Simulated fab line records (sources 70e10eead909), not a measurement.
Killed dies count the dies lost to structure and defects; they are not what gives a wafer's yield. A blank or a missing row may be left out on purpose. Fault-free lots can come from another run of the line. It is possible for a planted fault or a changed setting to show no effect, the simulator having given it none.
fab line records || flow nandHarc
record {"lots": 5, "wafers": 15, "lastDay": 32}
route steps=1302 shown P_GATE@185 END@1302
lots with no fault: from the same line, run without faults
startH: hours from the record's opening day to when the first of the lot's shown wafers began || waitH: hours elapsed since this lot's preceding step || " the same as in the row above || L1.1+2: a row that stands for several wafers || - value missing, or start not given || * or withheld: withheld || < > ~ a bound
route shown NAME@n: NAME is a module with steps in the file, n the number in the route of the first one || usual: average and standard deviation across the fault-free wafers || same: alike in all rows || chamber/n: place in a boat || sites: readings site by site || _std_site: standard deviation across them || _edge_site: outer sites' mean less inner sites' || radiusMm: how far each site lies from the wafer's centre || mask NAME#n: copy n || behind: the most recent tool/chamber to have shaped the wafer || hold: why the lot went on hold/how many hours it stayed there/how the hold came to an end || device: names the non-switching transistor (n, p or np) || end of line: tests of these same wafers at the route's end || where a step has no rows: the recipe by itself || killed: at the first sort, the dies lost to defects and structure; wafer yield is something else || map: the dies of a wafer, with x for killed, . for not killed, _ for no die there
set.NAME: the setting that was run; set.NAME@STEP: the one run at that earlier step || model.NAME: the simulator's own value behind a step, which no gauge read
a table for each step, a row for each wafer; lots at some steps of the route
services: a tool's chamber out of use, with start hour (startH, from the record's first day; less than 0 if before it), hours out, and reason
## steps
# step NHARC_P_GATE_CD_MEAS_59
# recipe {"targetCdNm": 720, "landingEnergyEv": 500}
# usual {"cdNm": "719.4/1.5"}
{"lot.wafer": "L475.1", "tool": "cdSem-03", "chamber": 0, "startH": 160.68, "waitH": "-", "cdNm": 717.6}
{"lot.wafer": "L475.2", "tool": "cdSem-03", "chamber": 0, "startH": 160.68, "waitH": "-", "cdNm": 716.3}
{"lot.wafer": "L475.3", "tool": "cdSem-03", "chamber": 0, "startH": 160.68, "waitH": "-", "cdNm": 716.5}
{"lot.wafer": "L476.3", "tool": "cdSem-01", "chamber": 0, "startH": 169.58, "waitH": "-", "cdNm": 718.5}
{"lot.wafer": "L476.5", "tool": "cdSem-01", "chamber": 0, "startH": 169.58, "waitH": "-", "cdNm": 718.2}
{"lot.wafer": "L476.6", "tool": "cdSem-01", "chamber": 0, "startH": 169.58, "waitH": "-", "cdNm": 718.4}
{"lot.wafer": "L479.1", "tool": "cdSem-01", "chamber": 0, "startH": 211.78, "waitH": "-", "cdNm": 720.5}
{"lot.wafer": "L479.3", "tool": "cdSem-01", "chamber": 0, "startH": 211.78, "waitH": "-", "cdNm": 720.2}
{"lot.wafer": "L479.6", "tool": "cdSem-01", "chamber": 0, "startH": 211.78, "waitH": "-", "cdNm": 720.4}
{"lot.wafer": "L480.1", "tool": "cdSem-01", "chamber": 0, "startH": 212.05, "waitH": "-", "cdNm": 719.9}
{"lot.wafer": "L480.3", "tool": "cdSem-01", "chamber": 0, "startH": 212.05, "waitH": "-", "cdNm": 718.3}
{"lot.wafer": "L480.5", "tool": "cdSem-01", "chamber": 0, "startH": 212.05, "waitH": "-", "cdNm": 722.1}
{"lot.wafer": "L489.2", "tool": "cdSem-01", "chamber": 0, "startH": 307.92, "waitH": "-", "cdNm": 719.1}
{"lot.wafer": "L489.4", "tool": "cdSem-01", "chamber": 0, "startH": 307.92, "waitH": "-", "cdNm": 720.6}
{"lot.wafer": "L489.6", "tool": "cdSem-01", "chamber": 0, "startH": 307.92, "waitH": "-", "cdNm": 722.3}
# step NHARC_P_GATE_HARDBAKE_60
# recipe {"tempC": 125, "timeS": 80}
# step NHARC_P_GATE_DESCUM_61
# recipe {"timeS": 3, "o2FlowSccm": 200, "arFlowSccm": 0, "biasPowerW": 0, "chemistry": "O2"}
# usual {"drypumpMotorCurrentA": "5.8/0.45", "oesProductAu": "0.999/0.0071", "rfVppV": "57.8/0.87", "showerheadPlenumPTorr": "1.91/0.071", "throttleValvePct": "11.312/0.0097"}
# same {"timeS": 3}
{"lot.wafer": "L475.3", "tool": "rieDiel-10", "chamber": 1, "startH": 160.84, "waitH": "-", "drypumpMotorCurrentA": 6.3, "oesProductAu": 1.002, "rfHoursCounterH": 5.6, "rfVppV": 57.8, "showerheadPlenumPTorr": 1.95, "throttleValvePct": 11.292}
{"lot.wafer": "L475.2", "tool": "rieDiel-10", "chamber": 2, "startH": 160.84, "waitH": "-", "drypumpMotorCurrentA": 6.4, "oesProductAu": 1.000, "rfHoursCounterH": 5.3, "rfVppV": 57.5, "showerheadPlenumPTorr": 1.83, "throttleValvePct": 11.311}
{"lot.wafer": "L475.1", "tool": "rieDiel-10", "chamber": 0, "startH": 160.84, "waitH": "-", "drypumpMotorCurrentA": 5.4, "oesProductAu": 0.993, "rfHoursCounterH": 5.7, "rfVppV": 58.8, "showerheadPlenumPTorr": 1.91, "throttleValvePct": 11.330}
{"lot.wafer": "L476.3", "tool": "rieDiel-10", "chamber": 0, "startH": 169.75, "waitH": "-", "drypumpMotorCurrentA": 5.4, "oesProductAu": 0.998, "rfHoursCounterH": 5.7, "rfVppV": 59.1, "showerheadPlenumPTorr": 1.91, "throttleValvePct": 11.308}
{"lot.wafer": "L476.5", "tool": "rieDiel-10", "chamber": 2, "startH": 169.75, "waitH": "-", "drypumpMotorCurrentA": 6.4, "oesProductAu": 0.998, "rfHoursCounterH": "-", "rfVppV": 57.9, "showerheadPlenumPTorr": 1.83, "throttleValvePct": 11.312}
{"lot.wafer": "L476.6", "tool": "rieDiel-10", "chamber": 1, "startH": 169.75, "waitH": "-", "drypumpMotorCurrentA": 6.3, "oesProductAu": 0.999, "rfHoursCounterH": "-", "rfVppV": 58.1, "showerheadPlenumPTorr": 1.95, "throttleValvePct": 11.306}
{"lot.wafer": "L479.1", "tool": "rieDiel-13", "chamber": 3, "startH": 211.94, "waitH": "-", "drypumpMotorCurrentA": 5.1, "oesProductAu": 1.010, "rfHoursCounterH": 1.9, "rfVppV": 59.4, "showerheadPlenumPTorr": 1.85, "throttleValvePct": 11.295}
{"lot.wafer": "L479.3", "tool": "rieDiel-13", "chamber": 1, "startH": 211.94, "waitH": "-", "drypumpMotorCurrentA": 5.8, "oesProductAu": 0.993, "rfHoursCounterH": 1.3, "rfVppV": 57.1, "showerheadPlenumPTorr": 2.02, "throttleValvePct": 11.298}
{"lot.wafer": "L479.6", "tool": "rieDiel-13", "chamber": 3, "startH": 211.94, "waitH": "-", "drypumpMotorCurrentA": 5.1, "oesProductAu": 0.999, "rfHoursCounterH": "-", "rfVppV": 57.0, "showerheadPlenumPTorr": 1.85, "throttleValvePct": 11.323}
{"lot.wafer": "L480.3", "tool": "rieDiel-10", "chamber": 0, "startH": 212.21, "waitH": "-", "drypumpMotorCurrentA": 5.4, "oesProductAu": 0.996, "rfHoursCounterH": 7.5, "rfVppV": 58.0, "showerheadPlenumPTorr": 1.91, "throttleValvePct": 11.336}
{"lot.wafer": "L480.1", "tool": "rieDiel-10", "chamber": 2, "startH": 212.21, "waitH": "-", "drypumpMotorCurrentA": 6.4, "oesProductAu": 0.997, "rfHoursCounterH": 7.2, "rfVppV": 57.4, "showerheadPlenumPTorr": 1.83, "throttleValvePct": 11.308}
{"lot.wafer": "L480.5", "tool": "rieDiel-10", "chamber": 0, "startH": 212.21, "waitH": "-", "drypumpMotorCurrentA": 5.4, "oesProductAu": 0.987, "rfHoursCounterH": "-", "rfVppV": 58.2, "showerheadPlenumPTorr": 1.91, "throttleValvePct": 11.312}
{"lot.wafer": "L489.2", "tool": "rieDiel-09", "chamber": 0, "startH": 308.10, "waitH": "-", "drypumpMotorCurrentA": 6.0, "oesProductAu": 0.989, "rfHoursCounterH": 5.2, "rfVppV": 56.4, "showerheadPlenumPTorr": 1.80, "throttleValvePct": 11.313}
{"lot.wafer": "L489.4", "tool": "rieDiel-09", "chamber": 1, "startH": 308.10, "waitH": "-", "drypumpMotorCurrentA": 5.7, "oesProductAu": 0.994, "rfHoursCounterH": 5.8, "rfVppV": 57.7, "showerheadPlenumPTorr": 1.94, "throttleValvePct": 11.319}
{"lot.wafer": "L489.6", "tool": "rieDiel-09", "chamber": 3, "startH": 308.10, "waitH": "-", "drypumpMotorCurrentA": 5.6, "oesProductAu": 1.001, "rfHoursCounterH": "-", "rfVppV": 59.8, "showerheadPlenumPTorr": 1.98, "throttleValvePct": 11.313}
# step NHARC_P_GATE_IMPLANT_62
# recipe {"energyKev": 20, "doseCm2": 3e+15, "tiltDeg": 7}
# step NHARC_P_GATE_STRIP_112
# recipe {"powerW": 1500, "tempC": 110, "timeS": 200, "chemistry": "N2/H2"}
# usual {"drypumpMotorCurrentA": "5.5/0.37", "heaterPowerW": "90/14"}
# same {"timeS": 200}
{"lot.wafer": "L475.2", "tool": "plasmaAsher-02", "chamber": 0, "startH": 161.24, "waitH": 0.2, "drypumpMotorCurrentA": 5.2, "heaterPowerW": 108, "rfHoursCounterH": 28}
{"lot.wafer": "L475.1", "tool": "plasmaAsher-02", "chamber": 1, "startH": 161.24, "waitH": 0.2, "drypumpMotorCurrentA": 6.1, "heaterPowerW": 87, "rfHoursCounterH": 28}
{"lot.wafer": "L475.3", "tool": "plasmaAsher-02", "chamber": 1, "startH": 161.24, "waitH": 0.2, "drypumpMotorCurrentA": 6.0, "heaterPowerW": 85, "rfHoursCounterH": "-"}
{"lot.wafer": "L476.3", "tool": "plasmaAsher-01", "chamber": 0, "startH": 170.26, "waitH": 0.3, "drypumpMotorCurrentA": 5.1, "heaterPowerW": 76, "rfHoursCounterH": "-"}
{"lot.wafer": "L476.5", "tool": "plasmaAsher-01", "chamber": 1, "startH": 170.26, "waitH": 0.3, "drypumpMotorCurrentA": 5.6, "heaterPowerW": 76, "rfHoursCounterH": "-"}
{"lot.wafer": "L476.6", "tool": "plasmaAsher-01", "chamber": 0, "startH": 170.26, "waitH": 0.3, "drypumpMotorCurrentA": 5.1, "heaterPowerW": 76, "rfHoursCounterH": "-"}
{"lot.wafer": "L479.1", "tool": "plasmaAsher-02", "chamber": 0, "startH": 212.32, "waitH": 0.2, "drypumpMotorCurrentA": 5.2, "heaterPowerW": 109, "rfHoursCounterH": 38}
{"lot.wafer": "L479.3", "tool": "plasmaAsher-02", "chamber": 1, "startH": 212.32, "waitH": 0.2, "drypumpMotorCurrentA": 6.0, "heaterPowerW": 87, "rfHoursCounterH": "-"}
{"lot.wafer": "L479.6", "tool": "plasmaAsher-02", "chamber": 0, "startH": 212.32, "waitH": 0.2, "drypumpMotorCurrentA": 5.2, "heaterPowerW": 106, "rfHoursCounterH": "-"}
{"lot.wafer": "L480.1", "tool": "plasmaAsher-01", "chamber": 0, "startH": 212.60, "waitH": 0.2, "drypumpMotorCurrentA": 5.1, "heaterPowerW": 81, "rfHoursCounterH": 5}
{"lot.wafer": "L480.3", "tool": "plasmaAsher-01", "chamber": 1, "startH": 212.60, "waitH": 0.2, "drypumpMotorCurrentA": 5.7, "heaterPowerW": 78, "rfHoursCounterH": "-"}
{"lot.wafer": "L480.5", "tool": "plasmaAsher-01", "chamber": 1, "startH": 212.60, "waitH": 0.2, "drypumpMotorCurrentA": 5.6, "heaterPowerW": 78, "rfHoursCounterH": "-"}
{"lot.wafer": "L489.2", "tool": "plasmaAsher-02", "chamber": 0, "startH": 308.49, "waitH": 0.2, "drypumpMotorCurrentA": 5.2, "heaterPowerW": 114, "rfHoursCounterH": 10}
{"lot.wafer": "L489.4", "tool": "plasmaAsher-02", "chamber": 0, "startH": 308.49, "waitH": 0.2, "drypumpMotorCurrentA": 5.2, "heaterPowerW": 116, "rfHoursCounterH": "-"}
{"lot.wafer": "L489.6", "tool": "plasmaAsher-02", "chamber": 1, "startH": 308.49, "waitH": 0.2, "drypumpMotorCurrentA": 6.0, "heaterPowerW": 86, "rfHoursCounterH": "-"}
# step NHARC_P_GATE_STRIP_76
# recipe {"powerW": 1500, "tempC": 250, "chemistry": "O2"}
# usual {"drypumpMotorCurrentA": "5.5/0.37", "heaterPowerW": "336/54"}
{"lot.wafer": "L475.2", "tool": "plasmaAsher-02", "chamber": 0, "startH": 161.50, "waitH": 0.2, "drypumpMotorCurrentA": 5.2, "heaterPowerW": 414, "rfHoursCounterH": 29}
{"lot.wafer": "L475.1", "tool": "plasmaAsher-02", "chamber": 1, "startH": 161.50, "waitH": 0.2, "drypumpMotorCurrentA": 6.0, "heaterPowerW": 319, "rfHoursCounterH": 29}
{"lot.wafer": "L475.3", "tool": "plasmaAsher-02", "chamber": 1, "startH": 161.50, "waitH": 0.2, "drypumpMotorCurrentA": 6.0, "heaterPowerW": 325, "rfHoursCounterH": "-"}
{"lot.wafer": "L476.3", "tool": "plasmaAsher-01", "chamber": 0, "startH": 170.43, "waitH": 0.1, "drypumpMotorCurrentA": 5.1, "heaterPowerW": 285, "rfHoursCounterH": "-"}
{"lot.wafer": "L476.5", "tool": "plasmaAsher-01", "chamber": 1, "startH": 170.43, "waitH": 0.1, "drypumpMotorCurrentA": 5.6, "heaterPowerW": 282, "rfHoursCounterH": "-"}
{"lot.wafer": "L476.6", "tool": "plasmaAsher-01", "chamber": 0, "startH": 170.43, "waitH": 0.1, "drypumpMotorCurrentA": 5.1, "heaterPowerW": 279, "rfHoursCounterH": "-"}
{"lot.wafer": "L479.1", "tool": "plasmaAsher-02", "chamber": 0, "startH": 212.57, "waitH": 0.2, "drypumpMotorCurrentA": 5.2, "heaterPowerW": 403, "rfHoursCounterH": 38}
{"lot.wafer": "L479.3", "tool": "plasmaAsher-02", "chamber": 1, "startH": 212.57, "waitH": 0.2, "drypumpMotorCurrentA": 6.0, "heaterPowerW": 322, "rfHoursCounterH": "-"}
{"lot.wafer": "L479.6", "tool": "plasmaAsher-02", "chamber": 0, "startH": 212.57, "waitH": 0.2, "drypumpMotorCurrentA": 5.3, "heaterPowerW": 405, "rfHoursCounterH": "-"}
{"lot.wafer": "L480.1", "tool": "plasmaAsher-01", "chamber": 0, "startH": 212.86, "waitH": 0.2, "drypumpMotorCurrentA": 5.1, "heaterPowerW": 302, "rfHoursCounterH": 5}
{"lot.wafer": "L480.3", "tool": "plasmaAsher-01", "chamber": 1, "startH": 212.86, "waitH": 0.2, "drypumpMotorCurrentA": 5.6, "heaterPowerW": 287, "rfHoursCounterH": "-"}
{"lot.wafer": "L480.5", "tool": "plasmaAsher-01", "chamber": 1, "startH": 212.86, "waitH": 0.2, "drypumpMotorCurrentA": 5.7, "heaterPowerW": 289, "rfHoursCounterH": "-"}
{"lot.wafer": "L489.2", "tool": "plasmaAsher-02", "chamber": 0, "startH": 308.71, "waitH": 0.2, "drypumpMotorCurrentA": 5.2, "heaterPowerW": 438, "rfHoursCounterH": 11}
{"lot.wafer": "L489.4", "tool": "plasmaAsher-02", "chamber": 0, "startH": 308.71, "waitH": 0.2, "drypumpMotorCurrentA": 5.3, "heaterPowerW": 433, "rfHoursCounterH": "-"}
{"lot.wafer": "L489.6", "tool": "plasmaAsher-02", "chamber": 1, "startH": 308.71, "waitH": 0.2, "drypumpMotorCurrentA": 6.0, "heaterPowerW": 327, "rfHoursCounterH": "-"}
# step NHARC_P_GATE_STRIP_63
# recipe {"timeS": 900, "tempC": 130, "chemistry": "SPM"}
# step NHARC_P_GATE_DEHYDRATE_83
# recipe {"tempC": 150, "timeS": 120}
# step NHARC_P_GATE_HMDS_84
# recipe {"timeS": 30}
# step NHARC_P_GATE_COAT_85
# recipe {"spinRpm": 3000}
# step NHARC_P_GATE_SOFTBAKE_86
# recipe {"tempC": 122, "timeS": 95}
# step NHARC_P_GATE_EBR_87
# step NHARC_P_GATE_EXPOSE_88
# recipe {"na": 0.6, "targetCdNm": 2000, "doseMj": 11.87, "maskId": "P_HVN"}
# same {"na": 0.6}
{"lot.wafer": "L475.1+2+3", "tool": "krfScanner-04", "chamber": 0, "startH": 162.26, "waitH": "-", "mask": "P_HVN#0"}
{"lot.wafer": "L476.3+5+6", "tool": "krfScanner-03", "chamber": 0, "startH": 171.17, "waitH": "-", "mask": "P_HVN#0"}
{"lot.wafer": "L479.1+3+6", "tool": "krfScanner-04", "chamber": 0, "startH": 213.38, "waitH": "-", "mask": "P_HVN_R1#0"}
{"lot.wafer": "L480.1+3+5", "tool": "krfScanner-03", "chamber": 0, "startH": 215.62, "waitH": "-", "mask": "P_HVN#0"}
{"lot.wafer": "L489.2+4+6", "tool": "krfScanner-04", "chamber": 0, "startH": 309.47, "waitH": "-", "mask": "P_HVN#0"}
# step NHARC_P_GATE_PEB_89
# recipe {"pebTempC": 118, "pebTimeS": 85}
# step NHARC_P_GATE_DEVELOP_90
# recipe {"timeS": 70}
# step NHARC_P_GATE_CD_MEAS_91
# recipe {"targetCdNm": 2000, "landingEnergyEv": 500}
# usual {"cdNm": "2000.2/1.3"}
{"lot.wafer": "L475.1", "tool": "cdSem-02", "chamber": 0, "startH": 162.41, "waitH": "-", "cdNm": 2001.3}
{"lot.wafer": "L475.2", "tool": "cdSem-02", "chamber": 0, "startH": 162.41, "waitH": "-", "cdNm": 2000.0}
{"lot.wafer": "L475.3", "tool": "cdSem-02", "chamber": 0, "startH": 162.41, "waitH": "-", "cdNm": 2001.3}
{"lot.wafer": "L476.3", "tool": "cdSem-01", "chamber": 0, "startH": 171.32, "waitH": "-", "cdNm": 2000.4}
{"lot.wafer": "L476.5", "tool": "cdSem-01", "chamber": 0, "startH": 171.32, "waitH": "-", "cdNm": 1999.9}
{"lot.wafer": "L476.6", "tool": "cdSem-01", "chamber": 0, "startH": 171.32, "waitH": "-", "cdNm": 2001.3}
{"lot.wafer": "L479.1", "tool": "cdSem-02", "chamber": 0, "startH": 213.54, "waitH": "-", "cdNm": 2171.4}
{"lot.wafer": "L479.3", "tool": "cdSem-02", "chamber": 0, "startH": 213.54, "waitH": "-", "cdNm": 2171.6}
{"lot.wafer": "L479.6", "tool": "cdSem-02", "chamber": 0, "startH": 213.54, "waitH": "-", "cdNm": 2171.1}
{"lot.wafer": "L480.1", "tool": "cdSem-01", "chamber": 0, "startH": 215.78, "waitH": "-", "cdNm": 2001.4}
{"lot.wafer": "L480.3", "tool": "cdSem-01", "chamber": 0, "startH": 215.78, "waitH": "-", "cdNm": 2002.3}
{"lot.wafer": "L480.5", "tool": "cdSem-01", "chamber": 0, "startH": 215.78, "waitH": "-", "cdNm": 2004.0}
{"lot.wafer": "L489.2", "tool": "cdSem-01", "chamber": 0, "startH": 309.62, "waitH": "-", "cdNm": 2000.6}
{"lot.wafer": "L489.4", "tool": "cdSem-01", "chamber": 0, "startH": 309.62, "waitH": "-", "cdNm": 2000.5}
{"lot.wafer": "L489.6", "tool": "cdSem-01", "chamber": 0, "startH": 309.62, "waitH": "-", "cdNm": 1999.8}
# step NHARC_P_GATE_HARDBAKE_92
# recipe {"tempC": 125, "timeS": 80}
# step NHARC_P_GATE_DESCUM_93
# recipe {"timeS": 3, "o2FlowSccm": 200, "arFlowSccm": 0, "biasPowerW": 0, "chemistry": "O2"}
# usual {"drypumpMotorCurrentA": "5.8/0.44", "oesProductAu": "1.002/0.0078", "rfVppV": "57.9/0.85", "showerheadPlenumPTorr": "1.92/0.074", "throttleValvePct": "11.312/0.009"}
# same {"timeS": 3}
{"lot.wafer": "L475.3", "tool": "rieDiel-10", "chamber": 1, "startH": 162.57, "waitH": "-", "drypumpMotorCurrentA": 6.3, "oesProductAu": 0.997, "rfHoursCounterH": 5.6, "rfVppV": 58.7, "showerheadPlenumPTorr": 1.95, "throttleValvePct": 11.312, "model.P_GATE.cdNm": 2001}
{"lot.wafer": "L475.1", "tool": "rieDiel-10", "chamber": 2, "startH": 162.57, "waitH": "-", "drypumpMotorCurrentA": 6.4, "oesProductAu": 0.989, "rfHoursCounterH": 5.3, "rfVppV": 57.5, "showerheadPlenumPTorr": 1.83, "throttleValvePct": 11.315, "model.P_GATE.cdNm": 2001}
{"lot.wafer": "L475.2", "tool": "rieDiel-10", "chamber": 0, "startH": 162.57, "waitH": "-", "drypumpMotorCurrentA": 5.4, "oesProductAu": 1.001, "rfHoursCounterH": 5.7, "rfVppV": 57.0, "showerheadPlenumPTorr": 1.91, "throttleValvePct": 11.310, "model.P_GATE.cdNm": 2000}
{"lot.wafer": "L476.3", "tool": "rieDiel-10", "chamber": 1, "startH": 171.62, "waitH": "-", "drypumpMotorCurrentA": 6.3, "oesProductAu": 1.001, "rfHoursCounterH": 6.0, "rfVppV": 59.3, "showerheadPlenumPTorr": 1.95, "throttleValvePct": 11.315, "model.P_GATE.cdNm": 2001}
{"lot.wafer": "L476.6", "tool": "rieDiel-10", "chamber": 0, "startH": 171.62, "waitH": "-", "drypumpMotorCurrentA": 5.4, "oesProductAu": 1.013, "rfHoursCounterH": "-", "rfVppV": 58.1, "showerheadPlenumPTorr": 1.91, "throttleValvePct": 11.294, "model.P_GATE.cdNm": 2001}
{"lot.wafer": "L476.5", "tool": "rieDiel-10", "chamber": 1, "startH": 171.62, "waitH": "-", "drypumpMotorCurrentA": 6.3, "oesProductAu": 1.007, "rfHoursCounterH": "-", "rfVppV": 57.7, "showerheadPlenumPTorr": 1.95, "throttleValvePct": 11.309, "model.P_GATE.cdNm": 2000}
{"lot.wafer": "L479.3", "tool": "rieDiel-09", "chamber": 0, "startH": 213.70, "waitH": "-", "drypumpMotorCurrentA": 6.0, "oesProductAu": 1.004, "rfHoursCounterH": 2.4, "rfVppV": 58.9, "showerheadPlenumPTorr": 1.80, "throttleValvePct": 11.313, "model.P_GATE.cdNm": 2172}
{"lot.wafer": "L479.1", "tool": "rieDiel-09", "chamber": 3, "startH": 213.70, "waitH": "-", "drypumpMotorCurrentA": 5.6, "oesProductAu": 1.003, "rfHoursCounterH": 3.1, "rfVppV": 58.5, "showerheadPlenumPTorr": 1.98, "throttleValvePct": 11.325, "model.P_GATE.cdNm": 2171}
{"lot.wafer": "L479.6", "tool": "rieDiel-09", "chamber": 0, "startH": 213.70, "waitH": "-", "drypumpMotorCurrentA": 6.0, "oesProductAu": 0.993, "rfHoursCounterH": "-", "rfVppV": 57.4, "showerheadPlenumPTorr": 1.80, "throttleValvePct": 11.301, "model.P_GATE.cdNm": 2171}
{"lot.wafer": "L480.1", "tool": "rieDiel-13", "chamber": 1, "startH": 215.94, "waitH": "-", "drypumpMotorCurrentA": 5.8, "oesProductAu": 0.999, "rfHoursCounterH": 2.2, "rfVppV": 58.0, "showerheadPlenumPTorr": 2.02, "throttleValvePct": 11.305, "model.P_GATE.cdNm": 2001}
{"lot.wafer": "L480.3", "tool": "rieDiel-13", "chamber": 2, "startH": 215.94, "waitH": "-", "drypumpMotorCurrentA": 6.3, "oesProductAu": 1.007, "rfHoursCounterH": 2.2, "rfVppV": 57.2, "showerheadPlenumPTorr": 2.00, "throttleValvePct": 11.317, "model.P_GATE.cdNm": 2002}
{"lot.wafer": "L480.5", "tool": "rieDiel-13", "chamber": 1, "startH": 215.94, "waitH": "-", "drypumpMotorCurrentA": 5.8, "oesProductAu": 0.998, "rfHoursCounterH": "-", "rfVppV": 58.7, "showerheadPlenumPTorr": 2.02, "throttleValvePct": 11.306, "model.P_GATE.cdNm": 2004}
{"lot.wafer": "L489.4", "tool": "rieDiel-10", "chamber": 3, "startH": 309.78, "waitH": "-", "drypumpMotorCurrentA": 5.1, "oesProductAu": 1.006, "rfHoursCounterH": 2.6, "rfVppV": 58.5, "showerheadPlenumPTorr": 2.06, "throttleValvePct": 11.316, "model.P_GATE.cdNm": 2001}
{"lot.wafer": "L489.2", "tool": "rieDiel-10", "chamber": 0, "startH": 309.78, "waitH": "-", "drypumpMotorCurrentA": 5.4, "oesProductAu": 0.995, "rfHoursCounterH": 4.3, "rfVppV": 58.0, "showerheadPlenumPTorr": 1.91, "throttleValvePct": 11.317, "model.P_GATE.cdNm": 2001}
{"lot.wafer": "L489.6", "tool": "rieDiel-10", "chamber": 0, "startH": 309.78, "waitH": "-", "drypumpMotorCurrentA": 5.4, "oesProductAu": 0.998, "rfHoursCounterH": "-", "rfVppV": 56.6, "showerheadPlenumPTorr": 1.91, "throttleValvePct": 11.301, "model.P_GATE.cdNm": 2000}
# step NHARC_P_GATE_IMPLANT_94
# recipe {"energyKev": 60, "doseCm2": 2e+15, "tiltDeg": 7}
# step NHARC_END_SORT_01
# recipe {"tempC": 25}
# usual {"killedAtArray": "52/17", "killedAtOther": "0.8/1.1", "killedAtPeriphery": "3.2/2.2", "killedDies": "57/17", "killedOpen": "3.4/1.8", "killedShort": "2.4/1.6"}
# same {"grossDies": 677}
{"lot.wafer": "L479.1", "tool": "prober-01", "chamber": 0, "startH": 655.72, "waitH": 2.5, "killedAtArray": 69, "killedAtOther": 1, "killedAtPeriphery": 1, "killedDies": 71, "killedOpen": 5, "killedShort": 1}
{"lot.wafer": "L479.3", "tool": "prober-01", "chamber": 0, "startH": 657.31, "waitH": 3.1, "killedAtArray": 64, "killedAtOther": 0, "killedAtPeriphery": 6, "killedDies": 70, "killedOpen": 1, "killedShort": 2}
{"lot.wafer": "L479.6", "tool": "prober-01", "chamber": 0, "startH": 659.70, "waitH": 4.0, "killedAtArray": 66, "killedAtOther": 1, "killedAtPeriphery": 7, "killedDies": 74, "killedOpen": 4, "killedShort": 4}
# killed by level:class
L479.1 A_SLIT:chamberFilmFlake=33 A_CHANNEL_HOLE_D1:chamberFilmFlake=22 A_M0:geometricParticle:open=3 A_ZERO_WELL:chamberFilmFlake=3 A_CHANNEL_FILL_D1:geometricParticle:open=2 A_STAIRCASE:chamberFilmFlake=2 A_CONTACT:chamberFilmFlake=2 A_CHANNEL_HOLE_D1:geometricParticle:short=1
L479.3 A_CHANNEL_HOLE_D1:chamberFilmFlake=35 A_SLIT:chamberFilmFlake=19 A_STAIRCASE:chamberFilmFlake=3 P_GATE:areaExpose=3 A_ZERO_WELL:chamberFilmFlake=2 A_CHANNEL_HOLE_D2:chamberFilmFlake=2 P_CONTACT:geometricParticle:short=1 P_CONTACT:geometricParticle:open=1
L479.6 A_SLIT:chamberFilmFlake=25 A_CHANNEL_HOLE_D1:chamberFilmFlake=24 A_CONTACT:chamberFilmFlake=6 A_DECK1_JOINT:chamberFilmFlake=4 P_GATE:areaExpose=3 A_CHANNEL_FILL_D1:geometricParticle:open=2 A_CHANNEL_FILL_D2:geometricParticle:short=2 P_GATE:geometricParticle:open=1
## services
{"tool": "rieDiel-10", "chamber": 3, "startH": 140.09, "hours": 128.0, "kind": "repair"}
{"tool": "rieDiel-13", "chamber": 2, "startH": 142.30, "hours": 4.0, "kind": "repair"}
{"tool": "rieDiel-09", "chamber": "-", "startH": 143.75, "hours": 9.0, "kind": "pm"}
{"tool": "krfScanner-03", "chamber": "-", "startH": 147.03, "hours": 11.7, "kind": "repair"}
{"tool": "rieDiel-10", "chamber": 0, "startH": 149.09, "hours": "-", "kind": "clean"}
{"tool": "rieDiel-10", "chamber": 1, "startH": 149.09, "hours": "-", "kind": "clean"}
{"tool": "rieDiel-10", "chamber": 2, "startH": 149.09, "hours": "-", "kind": "clean"}
{"tool": "rieDiel-09", "chamber": 1, "startH": 161.73, "hours": 2.2, "kind": "repair"}
{"tool": "rieDiel-13", "chamber": "-", "startH": 165.04, "hours": 9.0, "kind": "pm"}
{"tool": "plasmaAsher-01", "chamber": "-", "startH": 170.55, "hours": 9.0, "kind": "pm"}
{"tool": "rieDiel-10", "chamber": 0, "startH": 173.69, "hours": "-", "kind": "clean"}
{"tool": "rieDiel-10", "chamber": 1, "startH": 173.69, "hours": "-", "kind": "clean"}
{"tool": "rieDiel-10", "chamber": 2, "startH": 173.69, "hours": "-", "kind": "clean"}
{"tool": "krfScanner-04", "chamber": "-", "startH": 176.44, "hours": 2.4, "kind": "repair"}
{"tool": "krfScanner-04", "chamber": "-", "startH": 182.00, "hours": 4.0, "kind": "pm"}
{"tool": "rieDiel-10", "chamber": 1, "startH": 196.41, "hours": 7.7, "kind": "repair"}
{"tool": "krfScanner-03", "chamber": "-", "startH": 213.61, "hours": 2.0, "kind": "repair"}
{"tool": "krfScanner-03", "chamber": "-", "startH": 224.00, "hours": 4.0, "kind": "pm"}
{"tool": "rieDiel-09", "chamber": 0, "startH": 234.83, "hours": 13.7, "kind": "repair"}
{"tool": "rieDiel-10", "chamber": "-", "startH": 243.62, "hours": 9.0, "kind": "pm"}
{"tool": "plasmaAsher-02", "chamber": "-", "startH": 249.23, "hours": 9.0, "kind": "pm"}
{"tool": "plasmaAsher-01", "chamber": "-", "startH": 281.59, "hours": 2.3, "kind": "repair"}
{"tool": "rieDiel-09", "chamber": 2, "startH": 289.02, "hours": 3.7, "kind": "repair"}
{"tool": "rieDiel-09", "chamber": 1, "startH": 289.32, "hours": 8.3, "kind": "repair"}
## key
firstSign {"step": "NHARC_P_GATE_EXPOSE_88", "reading": "mask", "direction": "changed"}
effect {"step": "NHARC_P_GATE_CD_MEAS_91", "reading": "cdNm", "direction": "up", "sigmas": "99+", "usual": 2000.2, "struck": 2171.4}
modelEffect {"step": "NHARC_P_GATE_DESCUM_93", "value": "P_GATE.cdNm", "without": 2000, "struck": 2171}
metAt NHARC_P_GATE_EXPOSE_88
struckWafers L479.1,L479.3,L479.6
testerLeftOut L479
onsetBetween 162.26 213.38
fault {"kind": "wrongMask", "tool": "any", "chamber": "-", "onsetH": 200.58, "steps": "NHARC_P_GATE_EXPOSE_88", "auxCopy": "P_HVN_R1#0", "cdOffsetNm": 171.43, "scope": "struckLotsOnly"}
# testerLeftOut: of these lots the tester's yield and bins aren't shown, on N5 and GAA mostly nor the transistor test; their killed dies are dies lost to structure and defects alone, not to doping, threshold or leakage, so they don't give the yield
